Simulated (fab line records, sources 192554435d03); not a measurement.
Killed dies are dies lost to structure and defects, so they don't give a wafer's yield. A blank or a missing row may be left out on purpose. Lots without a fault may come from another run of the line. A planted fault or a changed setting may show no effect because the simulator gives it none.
Split-lot experiment | flow n5_finfet | 7 lots, 39 wafers read, on a route of 1938 steps

THE SPLIT
At N5_BEOL_M0_SAQP_SPACER2_ALD_26 (deposits SiO2, target thk 15 nm, pulse time 1 s, purge time 2 s), the setting target_thk_a was moved away from the recipe's 150 angstrom on 12 of the 39 wafers read, by -45.2% to -19.6%. The other wafers ran this setting at the recipe's value.

FROM THE SPLIT TO THE READING: what the file shows between them, 2 steps
- N5_BEOL_M0_SAQP_SPACER2_ETCHBACK_27: etches SiO2 in CHF3/O2, target depth 22.5 nm, time 11.25 s
- N5_BEOL_M0_SAQP_MANDREL2_REMOVE_110: chemistry HBr/Cl2/O2, target a-Si, stops on SiCN, bt time 10 s

THE READING
cd_nm, in nm, at N5_BEOL_M0_SAQP_CD_MEAS_29 (target cd 14.4 nm). Fault-free wafers of this fab line usually give 15.04 nm, standard deviation 0.23 nm.

wafer  | tool, chamber at the split | target_thk_a as run, angstrom | against the recipe | cd_nm, nm | against lot-mates on the recipe
L077.1 | ald_sin-02, 1,3,2,0,2,3    | 150                           | recipe             | 14.77     | -
L077.2 | ald_sin-02, 1,3,2,0,2,3    | 150                           | recipe             | 14.90     | -
L077.3 | ald_sin-02, 1,3,2,0,2,3    | 150                           | recipe             | 14.90     | -
L077.4 | ald_sin-02, 1,3,2,0,2,3    | 150                           | recipe             | 14.76     | -
L077.5 | ald_sin-02, 1,3,2,0,2,3    | 150                           | recipe             | 14.75     | -
L077.6 | ald_sin-02, 1,3,2,0,2,3    | 150                           | recipe             | 14.81     | -
L078.1 | ald_sin-04, 3,0,1          | 150                           | recipe             | 15.08     | -
L078.2 | ald_sin-04, 3,0,1          | 150                           | recipe             | 15.19     | -
L078.3 | ald_sin-04, 2,2,3          | 82.24                         | -45.2%             | 8.41      | -6.75
L078.4 | ald_sin-04, 3,0,1          | 150                           | recipe             | 15.21     | -
L078.5 | ald_sin-04, 2,2,3          | 82.24                         | -45.2%             | 8.27      | -6.89
L078.6 | ald_sin-04, 2,2,3          | 82.24                         | -45.2%             | 8.23      | -6.93
L080.1 | ald_sin-04, 2,1            | 150                           | recipe             | 15.10     | -
L080.2 | ald_sin-04, 0,1,3          | 85.54                         | -43.0%             | 8.41      | -6.67
L080.3 | ald_sin-04, 0,1,3          | 85.54                         | -43.0%             | 8.65      | -6.43
L080.4 | ald_sin-04, 0,1,3          | 85.54                         | -43.0%             | 8.62      | -6.46
L080.5 | ald_sin-04, 0              | 150                           | recipe             | 15.20     | -
L080.6 | ald_sin-04, 2,1            | 150                           | recipe             | 14.95     | -
L082.1 | ald_sin-02, 1,1,2          | 120.6                         | -19.6%             | 12.30     | -2.75
L082.2 | ald_sin-02, 0,3,2          | 150                           | recipe             | 15.16     | -
L082.3 | ald_sin-02, 0,3,2          | 150                           | recipe             | 14.99     | -
L082.4 | ald_sin-02, 0,3,2          | 150                           | recipe             | 15.00     | -
L082.5 | ald_sin-02, 1,1,2          | 120.6                         | -19.6%             | 12.56     | -2.49
L082.6 | ald_sin-02, 1,1,2          | 120.6                         | -19.6%             | 12.18     | -2.87
L084.1 | ald_sin-01, 1              | 150                           | recipe             | 15.41     | -
L084.2 | ald_sin-01, 3              | 116.3                         | -22.5%             | 11.93     | -3.36
L084.3 | ald_sin-01, 2,0            | 150                           | recipe             | 15.43     | -
L084.4 | ald_sin-01, 0,1            | 116.3                         | -22.5%             | 12.05     | -3.24
L084.5 | ald_sin-01, 2,0            | 150                           | recipe             | 15.03     | -
L084.6 | ald_sin-01, 0,1            | 116.3                         | -22.5%             | 11.65     | -3.64
L094.3 | ald_sin-04, 3,3,0          | 150                           | recipe             | 15.19     | -
L094.5 | ald_sin-04, 3,3,0          | 150                           | recipe             | 15.07     | -
L094.6 | ald_sin-04, 3,3,0          | 150                           | recipe             | 15.34     | -
L096.1 | ald_sin-02, 3,1,2,2,3      | 150                           | recipe             | 15.50     | -
L096.2 | ald_sin-02, 0              | 150                           | recipe             | 14.84     | -
L096.3 | ald_sin-02, 3,1,2,2,3      | 150                           | recipe             | 15.04     | -
L096.4 | ald_sin-02, 3,1,2,2,3      | 150                           | recipe             | 15.01     | -
L096.5 | ald_sin-02, 3,1,2,2,3      | 150                           | recipe             | 14.77     | -
L096.6 | ald_sin-02, 3,1,2,2,3      | 150                           | recipe             | 15.06     | -
Where a row lists several chambers, the file gives one row for several wafers and doesn't say which wafer went through which chamber.

THE FIT
A straight line over all 39 wafers: cd_nm changes by +0.149 nm for each +1% of target_thk_a; r = +1.00; the points scatter about the line by 0.21 nm.
The same after taking each lot's own level away (the mean of its wafers on the recipe; 39 wafers): +0.151 nm for each +1%; r = +1.00; scatter 0.16 nm.
On that fit, the largest move of target_thk_a shifts the reading by 6.8 nm.
The lots' own levels span 14.815 to 15.290 nm, that is 2.1 times the standard deviation above.
So the lot-to-lot level changes the slope little: the two slopes agree.
Check: with one of the wafers moved furthest among these (-45.2%) left out of the fit, the line predicts -6.82 nm for it against its lot-mates. It came out at -6.75 nm against them.

THE WHOLE CHAIN: every reading that the file lists as answering this split, in the file's order
step                                | what it does                                                            | reading                                                                                     | change (the file's fit)                | r (the file's)
N5_BEOL_M0_SAQP_SPACER2_ALD_26      | deposits SiO2, target thk 15 nm, pulse time 1 s, purge time 2 s         | SiO2_of_BEOL_M0_SAQP_SPACER2_ALD_26.thk_nm (the simulator's own value, which no gauge read) | +0.15 nm for each +1% of the setting   | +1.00
N5_BEOL_M0_SAQP_MANDREL2_REMOVE_110 | chemistry HBr/Cl2/O2, target a-Si, stops on SiCN, bt time 10 s          | BEOL_M0_SAQP.cd_nm (the simulator's own value, which no gauge read)                         | +0.15 nm for each +1% of the setting   | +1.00
N5_BEOL_M0_SAQP_CD_MEAS_29          | target cd 14.4 nm                                                       | cd_nm                                                                                       | +0.151 nm for each +1% of the setting  | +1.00
N5_BEOL_M0_CUTY_ETCH_63             | etches SOC in N2/H2, target depth 82.7 nm, overetch 16.5 nm, time 124 s | SiO2_of_BEOL_M0_SAQP_SPACER2_ALD_26.thk_nm (the simulator's own value, which no gauge read) | +0.125 nm for each +1% of the setting  | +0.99
N5_BEOL_M0_ETCH_138                 | etches SiCN in CH3F/O2, target depth 12 nm, time 31.6 s                 | SiO2_of_BEOL_M0_SAQP_SPACER2_ALD_26.thk_nm (the simulator's own value, which no gauge read) | +0.107 nm for each +1% of the setting  | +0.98
N5_BEOL_M0_HM_OPEN_105              | chemistry Cl2/BCl3, target TiN, target depth 12 nm                      | SiO2_of_BEOL_M0_SAQP_SPACER2_ALD_26.thk_nm (the simulator's own value, which no gauge read) | +0.0581 nm for each +1% of the setting | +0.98

THE FILE'S OWN FIT
cd_nm changes by +0.151 nm for each +1% of target_thk_a, r = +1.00.
